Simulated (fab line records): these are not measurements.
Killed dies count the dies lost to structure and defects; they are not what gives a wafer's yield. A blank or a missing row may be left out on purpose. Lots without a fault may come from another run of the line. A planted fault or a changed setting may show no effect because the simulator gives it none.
Which of the tools did it? -- flow nand-harc -- 12 lots, 36 wafers sampled, at 6 steps of a route of 1302

== WHAT THE GAUGES READ, wafer by wafer ==
NHARC_P_BONDPAD_CD_MEAS_13.
lot,measured,on,cd-nm (nm)
L075,day 7 06:40,cd-sem-03,499.5 496.5 495.4
L077,day 7 21:43,cd-sem-03,502.5 497.8 499.8
L079,day 8 20:50,cd-sem-01,501.5 496.5 503.0
L081,day 9 12:21,cd-sem-01,500.6 497.5 499.6
L083,day 10 11:08,cd-sem-01,494.5 500.9 500.2
L085,day 11 06:40,cd-sem-03,495.4 497.6 495.0
L087,day 12 01:05,cd-sem-02,499.3 495.9 495.4
L089,day 13 00:13,cd-sem-03,502.6 501.6 500.2
L091,day 13 23:15,cd-sem-01,494.3 499.9 499.0
L093,day 14 17:40,cd-sem-03,502.3 502.4 497.6
L095,day 15 03:56,cd-sem-02,497.9 496.1 496.9
L097,day 16 08:59,cd-sem-02,498.6 497.5 495.8

== WHAT TOOL EACH LOT RAN ON (gives the tool, then ch and the chambers of the sampled wafers, and finally the start) ==
lot,NHARC_P_M1_CMP_23,NHARC_P_M2_DESCUM_14,NHARC_P_M2_PRE_CLEAN_30,NHARC_P_M2_PRE_CLEAN_32,NHARC_P_BONDPAD_ETCH_12
L075,"cmp-04 ch 0,1,2, day 6 23:46","rie-diel-04 ch 0,3, day 7 01:41","pvd-sputter-01, day 7 04:26 or earlier","pecvd-01 ch 1,2, day 7 04:26","rie-diel-05 ch 0,2,3, day 7 06:40 or earlier"
L077,"cmp-04 ch 1,2,3, day 7 14:34","rie-diel-04 ch 2,3, day 7 16:40","pvd-sputter-02, day 7 19:36 or earlier","pecvd-01 ch 0,2, day 7 19:36","rie-diel-03 ch 0,1,3, day 7 21:43 or earlier"
L079,"cmp-04 ch 2,3, day 8 13:52","rie-diel-11 ch 2,3, day 8 15:56","pvd-sputter-03, day 8 18:35 or earlier","pecvd-02 ch 0,1,2, day 8 18:35","rie-diel-03 ch 0,3, day 8 20:50 or earlier"
L081,"cmp-04 ch 2,3, day 9 05:23","rie-diel-04 ch 0,2,3, day 9 07:28","pvd-sputter-02, day 9 10:09 or earlier","pecvd-02 ch 0,1,2, day 9 10:09","rie-diel-03 ch 1,2,3, day 9 12:21 or earlier"
L083,"cmp-01 ch 0,2,3, day 10 04:24","rie-diel-11 ch 1,2, day 10 06:20","pvd-sputter-03, day 10 09:01 or earlier","pecvd-02 ch 0,1,2, day 10 09:01","rie-diel-01 ch 2,3, day 10 11:08 or earlier"
L085,"cmp-03 ch 0,1,2, day 10 23:50","rie-diel-11 ch 0,2, day 11 01:44","pvd-sputter-03, day 11 04:26 or earlier","pecvd-01 ch 0,1,2, day 11 04:26","rie-diel-01 ch 0,1, day 11 06:40 or earlier"
L087,"cmp-04 ch 1,2,3, day 11 17:40","rie-diel-04 ch 1,2,3, day 11 19:52","pvd-sputter-03, day 11 22:59 or earlier","pecvd-02 ch 0,1,2, day 11 22:59","rie-diel-03 ch 0,1,3, day 12 01:05 or earlier"
L089,"cmp-03 ch 1,2,3, day 12 17:20","rie-diel-10 ch 0,1,3, day 12 19:21","pvd-sputter-03, day 12 21:59 or earlier","pecvd-02 ch 0,1, day 12 21:59","rie-diel-01 ch 0,3, day 13 00:13 or earlier"
L091,"cmp-01 ch 0,1,2, day 13 16:25","rie-diel-10 ch 2,3, day 13 18:23","pvd-sputter-01, day 13 21:04 or earlier","pecvd-01 ch 0,1,2, day 13 21:04","rie-diel-03 ch 1,2,3, day 13 23:15 or earlier"
L093,"cmp-04 ch 0,2,3, day 14 10:52","rie-diel-04 ch 0,2,3, day 14 12:47","pvd-sputter-02, day 14 15:27 or earlier","pecvd-01 ch 0,1,2, day 14 15:27","rie-diel-01 ch 1,3, day 14 17:40 or earlier"
L095,"cmp-01 ch 1,2,3, day 14 21:04","rie-diel-04 ch 0,3, day 14 22:59","pvd-sputter-03, day 15 01:48 or earlier","pecvd-01 ch 0,1, day 15 01:48","rie-diel-05 ch 1,3, day 15 03:56 or earlier"
L097,"cmp-04 ch 0,1,2, day 16 02:12","rie-diel-04 ch 0,2,3, day 16 04:13","pvd-sputter-02, day 16 06:52 or earlier","pecvd-02 ch 0,2, day 16 06:52","rie-diel-01 ch 1,2,3, day 16 08:59 or earlier"
- NHARC_P_M1_CMP_23: polishes, t overpolish 20 s, target thk 157.82 nm.
- NHARC_P_M2_DESCUM_14: chemistry O2, time 3 s.
- NHARC_P_M2_PRE_CLEAN_30: time 30 s.
- NHARC_P_M2_PRE_CLEAN_32: time 12 s.
- NHARC_P_BONDPAD_ETCH_12: etches the open film in CHF3/O2, target depth 200 nm, time 100 s.

== THE ANSWER, worked out from the rows above alone ==
Rule: the lots themselves supply what counts as usual. The widest of any qualifying gaps counts: lots, ordered by their means at a reading, are off when they make up no more than a third of the lots, leave a main group of 4 or more, and stand apart from it by 3 or more times the standard deviation of that group's means. The tables above print the reading to a certain number of digits; a main group whose means all agree to those digits is not used. A lot without any number at a reading at which 4 lots or more have one is off too. All remaining lots with rows at the step are treated as sound.
No lot is off on any of the readings shown, so nothing can be concluded from this.

== WHAT THE SIMULATOR HAD PUT IN ==
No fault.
